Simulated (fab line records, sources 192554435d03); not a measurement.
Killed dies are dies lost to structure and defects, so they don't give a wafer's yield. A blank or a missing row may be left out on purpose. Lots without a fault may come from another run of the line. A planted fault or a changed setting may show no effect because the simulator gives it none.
Which tool did it? | flow n5_finfet | 11 lots, 32 wafers sampled, at 1 step of a route of 1938

WHAT THE GAUGES READ, wafer by wafer
N5_BEOL_M5_INSPECT_30: inspects for defects (brightfield).
lot  | measured     | on                | raw_defect_count
L196 | day 8 00:05  | defect_inspect-01 | 450 281 464
L197 | day 8 05:53  | defect_inspect-02 | 367 415 250
L198 | day 8 19:21  | defect_inspect-01 | 457 482
L199 | day 9 00:23  | defect_inspect-02 | 343 373 436
L201 | day 9 07:22  | defect_inspect-02 | 386 544 496
L208 | day 11 23:06 | defect_inspect-01 | 386 328 480
L209 | day 12 01:43 | defect_inspect-01 | 331 503 444
L213 | day 13 01:42 | defect_inspect-02 | 482 553 373
L216 | day 14 03:56 | defect_inspect-01 | 408 449 410
L218 | day 14 04:17 | defect_inspect-02 | 318 348 320
L219 | day 14 13:24 | defect_inspect-01 | 454 409 293

WHICH TOOL RAN EACH LOT (tool, then ch and the chambers of the sampled wafers, then the start)
The record holds no process step before these readings.

THE ANSWER, worked out from the rows above alone
Rule: what is usual is taken from the lots themselves. Put in order of their means at a reading, lots are off if they are a third of the lots or fewer, leave a main group of 4 or more, and stand apart from it by a gap of 3 or more times the standard deviation of the main group's means; of several such gaps the widest counts. A main group whose means are all the same, to the digits that the tables above print for the reading, isn't used. A lot without any number at a reading at which 4 lots or more have one is off too. The other lots that the step has rows for count as sound.
No lot is off at any reading shown: from this, nothing can be told.

WHAT THE SIMULATOR HAD PUT IN
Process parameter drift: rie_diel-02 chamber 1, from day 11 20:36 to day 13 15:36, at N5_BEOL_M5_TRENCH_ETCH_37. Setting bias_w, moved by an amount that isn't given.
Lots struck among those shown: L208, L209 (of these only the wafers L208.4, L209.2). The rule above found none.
